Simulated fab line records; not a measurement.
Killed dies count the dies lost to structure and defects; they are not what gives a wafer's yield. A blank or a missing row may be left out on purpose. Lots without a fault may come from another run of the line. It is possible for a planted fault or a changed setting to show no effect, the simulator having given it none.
A struck lot beside a sound one || flow n5Finfet || 32 steps out of a route of 1938
Sound: wafers L397.2, L397.3, L397.4. Struck: wafer L411.3 (left out: L411.2, a lot-mate that was not struck); the cause follows at the end.
Order at every step that has rows: each side's tool, ch and its chambers, its first start. Under that, the readings that differ: sound wafers || struck wafers || difference of the means || sigmas: that difference in standard deviations of wafers without a fault.
alike: a reading whose means differ by less than 2 such deviations, as well as words and numbers matching on both sides. not compared: withheld readings; readings where some wafer has no value; bounds like >300 that might hide an equal value; numbers whose values overlap and for which the record gives no deviation.
A row with sigmas, a row that says differs or no value, or rows on one side alone: a step with any of these is where the two part. Non-overlapping numbers with no deviation appear without sigmas and do not part them. A reading missing from all wafers of one side parts the sides only when that side holds two or more wafers.

first, 7 steps without rows for these wafers: N5_BEOL_M15_COAT_22 (resist thk 800 nm); N5_BEOL_M15_EBR_24; N5_BEOL_M15_SOFTBAKE_23 (time 60 s); N5_BEOL_M15_EXPOSE_25 (exposes mask M15, target cd 400 nm); N5_BEOL_M15_PEB_26 (peb time 90 s); N5_BEOL_M15_DEVELOP_27 (develop time 45 s); N5_BEOL_M15_HARDBAKE_32 (time 120 s).
N5_BEOL_M15_CD_MEAS_28 targets a cd of 407.6 nm.
  sound on cdSem-02 ch 0, day 13 07:01; struck on cdSem-01 ch 0, day 17 02:08
  alike: cdNm
N5_BEOL_M15_OVL_MEAS_29:
  sound on overlay-02 ch 0, day 13 07:02; struck on overlay-01 ch 0, day 17 02:10
  alike: M15_OVL
N5_BEOL_M15_INSPECT_30: inspects for defects (macro).
  struck on defectInspect-02, day 17 02:11; sound on defectInspect-02, day 13 07:04
  alike: rawDefectCount
N5_BEOL_M15_DESCUM_33: chemistry O2, time 7.9 s.
  sound on rieDiel-02 ch 1,2,3, day 13 07:13; struck on rieDiel-02 ch 0, day 17 02:13
{"reading": "rfHoursCounterH (h)", "sound": "168 220 42", "struck": 20, "difference": -123, "sigmas": ""}
  alike: drypumpMotorCurrentA, oesProductAu, rfVppV, showerheadPlenumPTorr, throttleValvePct
N5_BEOL_M15_ETCH_61: etches BARC in N2/H2, target depth 89 nm, overetch 26.7 nm, time 67.9 s.
  sound on rieDiel-02 ch 1,2,3, day 13 07:16; struck on rieDiel-02 ch 0, day 17 02:16
{"reading": "rfHoursCounterH (h)", "sound": "168 220 42", "struck": 20, "difference": -123, "sigmas": ""}
  alike: biasW, drypumpMotorCurrentA, oesProductAu, rfVppV, showerheadPlenumPTorr, throttleValvePct
N5_BEOL_M15_TRENCH_ETCH_34: etches SiO2 in C4F8/O2/Ar, target depth 872.93 nm, time 199 s.
  sound on rieDiel-02 ch 1,2,3, day 13 07:19; struck on rieDiel-02 ch 0, day 17 02:19
{"reading": "heInnerTorr (Torr)", "sound": "14.939 14.941 15.015", "struck": 15.022, "difference": "+0.057", "sigmas": "+2"}
{"reading": "oesProductAu (a.u.)", "sound": "0.73 0.71 0.89", "struck": 1.15, "difference": "+0.37", "sigmas": "+4"}
{"reading": "rfHoursCounterH (h)", "sound": "168 220 42", "struck": 20, "difference": -123, "sigmas": ""}
{"reading": "throttleValvePct (%)", "sound": "30.59 31.19 30.65", "struck": 31.43, "difference": "+0.62", "sigmas": "+2"}
{"reading": "model.etch.depthNm (nm)", "sound": "874.6 875.1 880.2", "struck": 1263, "difference": "+386", "sigmas": ""}
{"reading": "model.coat_of_BEOL_M15_COAT_22.thkNm (nm)", "sound": "539.4 543.8 541.6", "struck": 464, "difference": -78, "sigmas": ""}
  alike: biasW, drypumpMotorCurrentA, rfVppV, showerheadPlenumPTorr
then, 6 steps without rows for these wafers: N5_BEOL_M15_STRIP_36 (strips in O2); N5_BEOL_M15_STRIP_62 (strips in O2); N5_BEOL_M15_STRIP_37 (strips in O2); N5_BEOL_M15_ETCH_38 (etches SiCN in CF4/N2, target depth 106.4 nm, time 120.5 s); N5_BEOL_M15_PRECLEAN_39 (cleans in residue remover, time 60 s); N5_BEOL_M15_SRD_40 (time 30 s, dry time 30 s).
N5_BEOL_M15_DEGAS_41: time 60 s.
  struck on pvdSputter-03, day 17 06:23; sound on pvdSputter-02, day 13 08:17
  alike: heaterPowerW
N5_BEOL_M15_PRE_CLEAN_42: time 30 s.
  struck on pvdSputter-03, day 17 06:25; sound on pvdSputter-02, day 13 08:19
  alike: heaterPowerW
then, 4 steps without rows for these wafers: N5_BEOL_M15_SPUTTER_43 (material TaN, target thk 15 nm, time 24.19 s); N5_BEOL_M15_SPUTTER_44 (material Ta, target thk 15 nm, time 24.19 s); N5_BEOL_M15_SPUTTER_45 (material Cu, target thk 100 nm, time 16.67 s); N5_BEOL_M15_ECD_47 (material Cu, target thk 1860 nm).
N5_BEOL_M15_ANNEAL_48: time 90 s.
  sound on rtpAnneal-02 ch 0, day 13 08:58; struck on rtpAnneal-02 ch 0, day 17 07:11
  alike: wafer_temp_C_max
N5_BEOL_M15_CMP_49: polishes, stops on SiO2, t overpolish 4.9 s, target thk 850 nm.
  sound on cmp-02 ch 0,1,3, day 13 09:13; struck on cmp-03 ch 2, day 17 07:27
{"reading": "model.Cu_of_BEOL_M15_ECD_47.thkNm (nm)", "sound": "853.6 854.8 857.4", "struck": 1241, "difference": "+386", "sigmas": ""}
  alike: clearingPlatenRpm, motorCurrentA
N5_BEOL_M15_THK_MEAS_50: measures by xrf.
  struck on filmMetro-01, day 17 07:45; sound on filmMetro-02, day 13 09:31
{"reading": "M15_THK (nm)", "sound": "854 859 864", "struck": 1268, "difference": "+409", "sigmas": "+29"}
then, 2 steps without rows for these wafers: N5_BEOL_M15_PRE_CLEAN_52 (time 15 s); N5_BEOL_M15_DEP_53 (deposits SiCN from 3MS/NH3, target thk 50 nm, time 17.8 s).
N5_BEOL_M15_RS_MEAS_54: measurement is done with a four-point probe.
  struck on filmMetro-01, day 17 07:53; sound on filmMetro-01, day 13 09:41
{"reading": "M15_RS (ohm/sq)", "sound": "0.0215 0.0214 0.0214", "struck": 0.0146, "difference": -0.0068, "sigmas": -21}
N5_BEOL_M15_INSPECT_55: inspects for defects (darkfield).
  struck on defectInspect-01, day 17 07:54; sound on defectInspect-01, day 13 09:42
  alike: rawDefectCount

== WHERE THEY PART ==
Earliest at N5_BEOL_M15_TRENCH_ETCH_34; latest, in this record, at N5_BEOL_M15_RS_MEAS_54. Later steps at which nothing parts them and some readings are alike: N5_BEOL_M15_INSPECT_55.

WHY: what had been put in by the simulator
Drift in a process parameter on rieDiel-02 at N5_BEOL_M15_TRENCH_ETCH_34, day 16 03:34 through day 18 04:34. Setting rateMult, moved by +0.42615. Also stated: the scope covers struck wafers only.
